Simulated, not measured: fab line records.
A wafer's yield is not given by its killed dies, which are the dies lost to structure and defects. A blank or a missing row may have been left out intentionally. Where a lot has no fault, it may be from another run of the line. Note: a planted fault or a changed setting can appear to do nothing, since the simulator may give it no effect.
Lot-split experiment || flow n5 finfet || 7 lots, 39 wafers read, on a route of 1938 steps

## SPLIT DETAILS
At N5_FIN_SAQP_ETCH_65 (etches SiO2 in CF4, target depth 4 nm, time 4.4 s), the setting time s was moved away from the recipe's 4.4 s on 15 of the 39 wafers read, by -43.9% to -16.6%. The other wafers ran this setting at the recipe's value.

The reading is taken at the split's own step.

## THE READING
etch.depth nm (the simulator's own value, which no gauge read), in nm, at N5_FIN_SAQP_ETCH_65 (etches SiO2 in CF4, target depth 4 nm, time 4.4 s). There is no usual value for it anywhere in the file. The 24 wafers here that ran the recipe average 3.984 nm, standard deviation 0.066 nm.

{"wafer": "L075.1", "tool, chamber at the split": "rie si-05, 3", "time s as run, s": 4.4, "against the recipe": "recipe", "etch.depth nm, nm": 3.959, "against lot-mates on the recipe": "-"}
{"wafer": "L075.2", "tool, chamber at the split": "rie si-05, 2", "time s as run, s": 2.468, "against the recipe": "-43.9%", "etch.depth nm, nm": 2.223, "against lot-mates on the recipe": -1.748}
{"wafer": "L075.3", "tool, chamber at the split": "rie si-05, 0", "time s as run, s": 2.468, "against the recipe": "-43.9%", "etch.depth nm, nm": 2.272, "against lot-mates on the recipe": -1.699}
{"wafer": "L075.4", "tool, chamber at the split": "rie si-05, 1", "time s as run, s": 4.4, "against the recipe": "recipe", "etch.depth nm, nm": 3.988, "against lot-mates on the recipe": "-"}
{"wafer": "L075.5", "tool, chamber at the split": "rie si-05, 0", "time s as run, s": 2.468, "against the recipe": "-43.9%", "etch.depth nm, nm": 2.261, "against lot-mates on the recipe": -1.710}
{"wafer": "L075.6", "tool, chamber at the split": "rie si-05, 1", "time s as run, s": 4.4, "against the recipe": "recipe", "etch.depth nm, nm": 3.965, "against lot-mates on the recipe": "-"}
{"wafer": "L079.1", "tool, chamber at the split": "rie si-05, 2", "time s as run, s": 3.543, "against the recipe": "-19.5%", "etch.depth nm, nm": 3.142, "against lot-mates on the recipe": -0.807}
{"wafer": "L079.2", "tool, chamber at the split": "rie si-05, 3", "time s as run, s": 4.4, "against the recipe": "recipe", "etch.depth nm, nm": 3.927, "against lot-mates on the recipe": "-"}
{"wafer": "L079.3", "tool, chamber at the split": "rie si-05, 1", "time s as run, s": 4.4, "against the recipe": "recipe", "etch.depth nm, nm": 3.967, "against lot-mates on the recipe": "-"}
{"wafer": "L079.4", "tool, chamber at the split": "rie si-05, 0", "time s as run, s": 3.543, "against the recipe": "-19.5%", "etch.depth nm, nm": 3.221, "against lot-mates on the recipe": -0.728}
{"wafer": "L079.5", "tool, chamber at the split": "rie si-05, 2", "time s as run, s": 3.543, "against the recipe": "-19.5%", "etch.depth nm, nm": 3.167, "against lot-mates on the recipe": -0.782}
{"wafer": "L079.6", "tool, chamber at the split": "rie si-05, 3", "time s as run, s": 4.4, "against the recipe": "recipe", "etch.depth nm, nm": 3.954, "against lot-mates on the recipe": "-"}
{"wafer": "L080.1", "tool, chamber at the split": "rie si-06, 2", "time s as run, s": 2.831, "against the recipe": "-35.7%", "etch.depth nm, nm": 2.664, "against lot-mates on the recipe": -1.384}
{"wafer": "L080.2", "tool, chamber at the split": "rie si-06, 0", "time s as run, s": 4.4, "against the recipe": "recipe", "etch.depth nm, nm": 4.02, "against lot-mates on the recipe": "-"}
{"wafer": "L080.3", "tool, chamber at the split": "rie si-06, 1", "time s as run, s": 4.4, "against the recipe": "recipe", "etch.depth nm, nm": 4.063, "against lot-mates on the recipe": "-"}
{"wafer": "L080.4", "tool, chamber at the split": "rie si-06, 3", "time s as run, s": 2.831, "against the recipe": "-35.7%", "etch.depth nm, nm": 2.558, "against lot-mates on the recipe": -1.490}
{"wafer": "L080.5", "tool, chamber at the split": "rie si-06, 1", "time s as run, s": 4.4, "against the recipe": "recipe", "etch.depth nm, nm": 4.062, "against lot-mates on the recipe": "-"}
{"wafer": "L080.6", "tool, chamber at the split": "rie si-06, 0", "time s as run, s": 2.831, "against the recipe": "-35.7%", "etch.depth nm, nm": 2.605, "against lot-mates on the recipe": -1.443}
{"wafer": "L081.1", "tool, chamber at the split": "rie si-05, 3", "time s as run, s": 4.4, "against the recipe": "recipe", "etch.depth nm, nm": 3.928, "against lot-mates on the recipe": "-"}
{"wafer": "L081.2", "tool, chamber at the split": "rie si-05, 2", "time s as run, s": 4.4, "against the recipe": "recipe", "etch.depth nm, nm": 3.924, "against lot-mates on the recipe": "-"}
{"wafer": "L081.3", "tool, chamber at the split": "rie si-05, 0", "time s as run, s": 4.4, "against the recipe": "recipe", "etch.depth nm, nm": 4.056, "against lot-mates on the recipe": "-"}
{"wafer": "L081.4", "tool, chamber at the split": "rie si-05, 1", "time s as run, s": 4.4, "against the recipe": "recipe", "etch.depth nm, nm": 3.978, "against lot-mates on the recipe": "-"}
{"wafer": "L081.5", "tool, chamber at the split": "rie si-05, 2", "time s as run, s": 4.4, "against the recipe": "recipe", "etch.depth nm, nm": 3.893, "against lot-mates on the recipe": "-"}
{"wafer": "L081.6", "tool, chamber at the split": "rie si-05, 1", "time s as run, s": 4.4, "against the recipe": "recipe", "etch.depth nm, nm": 3.96, "against lot-mates on the recipe": "-"}
{"wafer": "L083.1", "tool, chamber at the split": "rie si-05, 1", "time s as run, s": 3.668, "against the recipe": "-16.6%", "etch.depth nm, nm": 3.348, "against lot-mates on the recipe": -0.648}
{"wafer": "L083.2", "tool, chamber at the split": "rie si-05, 2", "time s as run, s": 3.668, "against the recipe": "-16.6%", "etch.depth nm, nm": 3.309, "against lot-mates on the recipe": -0.687}
{"wafer": "L083.3", "tool, chamber at the split": "rie si-05, 3", "time s as run, s": 4.4, "against the recipe": "recipe", "etch.depth nm, nm": 3.961, "against lot-mates on the recipe": "-"}
{"wafer": "L083.4", "tool, chamber at the split": "rie si-05, 2", "time s as run, s": 3.668, "against the recipe": "-16.6%", "etch.depth nm, nm": 3.293, "against lot-mates on the recipe": -0.703}
{"wafer": "L083.5", "tool, chamber at the split": "rie si-05, 1", "time s as run, s": 4.4, "against the recipe": "recipe", "etch.depth nm, nm": 4.038, "against lot-mates on the recipe": "-"}
{"wafer": "L083.6", "tool, chamber at the split": "rie si-05, 3", "time s as run, s": 4.4, "against the recipe": "recipe", "etch.depth nm, nm": 3.989, "against lot-mates on the recipe": "-"}
{"wafer": "L085.3", "tool, chamber at the split": "rie si-02, 1", "time s as run, s": 4.4, "against the recipe": "recipe", "etch.depth nm, nm": 4.139, "against lot-mates on the recipe": "-"}
{"wafer": "L085.4", "tool, chamber at the split": "rie si-02, 0", "time s as run, s": 4.4, "against the recipe": "recipe", "etch.depth nm, nm": 3.956, "against lot-mates on the recipe": "-"}
{"wafer": "L085.5", "tool, chamber at the split": "rie si-02, 0", "time s as run, s": 4.4, "against the recipe": "recipe", "etch.depth nm, nm": 3.899, "against lot-mates on the recipe": "-"}
{"wafer": "L093.1", "tool, chamber at the split": "rie si-02, 2", "time s as run, s": 3.174, "against the recipe": "-27.9%", "etch.depth nm, nm": 2.821, "against lot-mates on the recipe": -1.177}
{"wafer": "L093.2", "tool, chamber at the split": "rie si-02, 3", "time s as run, s": 4.4, "against the recipe": "recipe", "etch.depth nm, nm": 3.997, "against lot-mates on the recipe": "-"}
{"wafer": "L093.3", "tool, chamber at the split": "rie si-02, 1", "time s as run, s": 4.4, "against the recipe": "recipe", "etch.depth nm, nm": 4.117, "against lot-mates on the recipe": "-"}
{"wafer": "L093.4", "tool, chamber at the split": "rie si-02, 0", "time s as run, s": 4.4, "against the recipe": "recipe", "etch.depth nm, nm": 3.881, "against lot-mates on the recipe": "-"}
{"wafer": "L093.5", "tool, chamber at the split": "rie si-02, 2", "time s as run, s": 3.174, "against the recipe": "-27.9%", "etch.depth nm, nm": 2.83, "against lot-mates on the recipe": -1.168}
{"wafer": "L093.6", "tool, chamber at the split": "rie si-02, 3", "time s as run, s": 3.174, "against the recipe": "-27.9%", "etch.depth nm, nm": 2.871, "against lot-mates on the recipe": -1.127}

THE FIT
A straight line over all 39 wafers: etch.depth nm changes by +0.0396 nm for each +1% of time s; r = +1.00; the points scatter about the line by 0.059 nm.
The same after taking each lot's own level away (the mean of its wafers on the recipe; 39 wafers): +0.0399 nm for each +1%; r = +1.00; scatter 0.053 nm.
Per that fit: largest time s move, reading shift of 1.8 nm.
The lots' own levels span 3.9493 to 4.0483 nm, that is 1.5 times the standard deviation above.
The two slopes are in agreement: the lot-to-lot level therefore moves the slope only a little.
Check: -1.76 nm against its lot-mates is what the line predicts for one of the wafers moved furthest among these (-43.9%) when that wafer is left out of the fit. It came out at -1.75 nm against them.

## FILE'S OWN FIT
etch.depth nm changes by +0.04 nm for each +1% of time s, r = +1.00.
